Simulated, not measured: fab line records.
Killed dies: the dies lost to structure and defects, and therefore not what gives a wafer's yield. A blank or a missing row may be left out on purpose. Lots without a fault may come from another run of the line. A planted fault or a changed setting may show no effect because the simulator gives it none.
Split-lot trial    flow n5-finfet    route with 1938 steps; 7 lots, 21 wafers read

== THE SPLIT ITSELF ==
At N5_BEOL_M13_DEP_53 (deposits SiCN from 3MS/NH3, target thk 50 nm, time 17.8 s), the setting time-s was moved away from the recipe's 17.8 s on 6 of the 21 wafers read, by -13.2% to +7.5%. The other wafers ran this setting at the recipe's value.

Reading taken at the split's own step.

== THE READING ==
SiCN_of_BEOL_M13_DEP_53.thk-nm (the simulator's own value, which no gauge read), in nm, at N5_BEOL_M13_DEP_53 (deposits SiCN from 3MS/NH3, target thk 50 nm, time 17.8 s). The file gives no usual value for it. Average 50.4 nm, standard deviation 0.8 nm, over the 15 wafers here run with the recipe.

wafer   tool, chamber at the split  time-s as run, s  against the recipe  SiCN_of_BEOL_M13_DEP_53.thk-nm, nm  against lot-mates on the recipe
L076.1  pecvd-03, 1                 17.8              recipe              50                                  -
L076.3  pecvd-03, 0                 16.05             -9.8%               45.6                                -4.9
L076.5  pecvd-03, 0                 17.8              recipe              51                                  -
L086.1  pecvd-03, 2                 17.8              recipe              49.8                                -
L086.2  pecvd-03, 0                 17.8              recipe              49                                  -
L086.3  pecvd-03, 1                 17.8              recipe              49.4                                -
L085.3  pecvd-03, 0                 17.8              recipe              50.6                                -
L085.4  pecvd-03, 1                 17.8              recipe              51.4                                -
L085.6  pecvd-03, 0                 15.45             -13.2%              44.4                                -6.6
L090.3  pecvd-02, 2                 17.8              recipe              50.4                                -
L090.4  pecvd-02, 0                 17.8              recipe              50.6                                -
L090.5  pecvd-02, 2                 17.8              recipe              51                                  -
L092.2  pecvd-03, 0                 19.14             +7.5%               53                                  +2.6
L092.3  pecvd-03, 2                 19.14             +7.5%               53.4                                +3.0
L092.6  pecvd-03, 1                 17.8              recipe              50.4                                -
L095.4  pecvd-04, 1                 17.8              recipe              51                                  -
L095.5  pecvd-04, 0,2               17.8              recipe              51.4                                -
L095.6  pecvd-04, 0,2               17.8              recipe              51.4                                -
L097.1  pecvd-04, 2                 17.8              recipe              49                                  -
L097.4  pecvd-04, 2,0               16.14             -9.3%               45.8                                -3.2
L097.5  pecvd-04, 2,0               16.14             -9.3%               45.8                                -3.2
When a row names more than one chamber, that row covers several wafers, and the file does not tell which wafer ran in which chamber.

FIT RESULTS
A straight line over all 21 wafers: SiCN_of_BEOL_M13_DEP_53.thk-nm changes by +0.451 nm for each +1% of time-s; r = +0.95; the points scatter about the line by 0.75 nm.
The same after taking each lot's own level away (the mean of its wafers on the recipe; 21 wafers): +0.422 nm for each +1%; r = +0.98; scatter 0.48 nm.
On that fit, the largest move of time-s shifts the reading by 5.6 nm.
The span of the lots' own levels, 49.00 to 51.27 nm, comes to 2.8 times the standard deviation stated above.
Hence the lot-to-lot level has little effect on the slope; both slopes agree.
Check: -5.17 nm against its lot-mates is what the line predicts for one of the wafers moved furthest among these (-13.2%) when that wafer is left out of the fit. Against them it came out at -6.6 nm.

== THESE WAFERS: OTHER SPLITS ==
Note: prior to the reading, these wafers also went through further splits. Each is held against what the fit with the lots' levels taken away leaves over:
other split on the same wafers  wafers away from the commonest value  r with SiCN_of_BEOL_M13_DEP_53.thk-nm (lot level and that fit taken away)
N5_BEOL_M11_COAT_22 spin-rpm    6                                     +0.02
N5_BEOL_M12_COAT_22 spin-rpm    5                                     -0.11
N5_BEOL_M12_ETCH_67 source-w    6                                     +0.23

== THE FILE'S OWN FIT ==
SiCN_of_BEOL_M13_DEP_53.thk-nm changes by +0.449 nm for each +1% of time-s, r = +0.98.
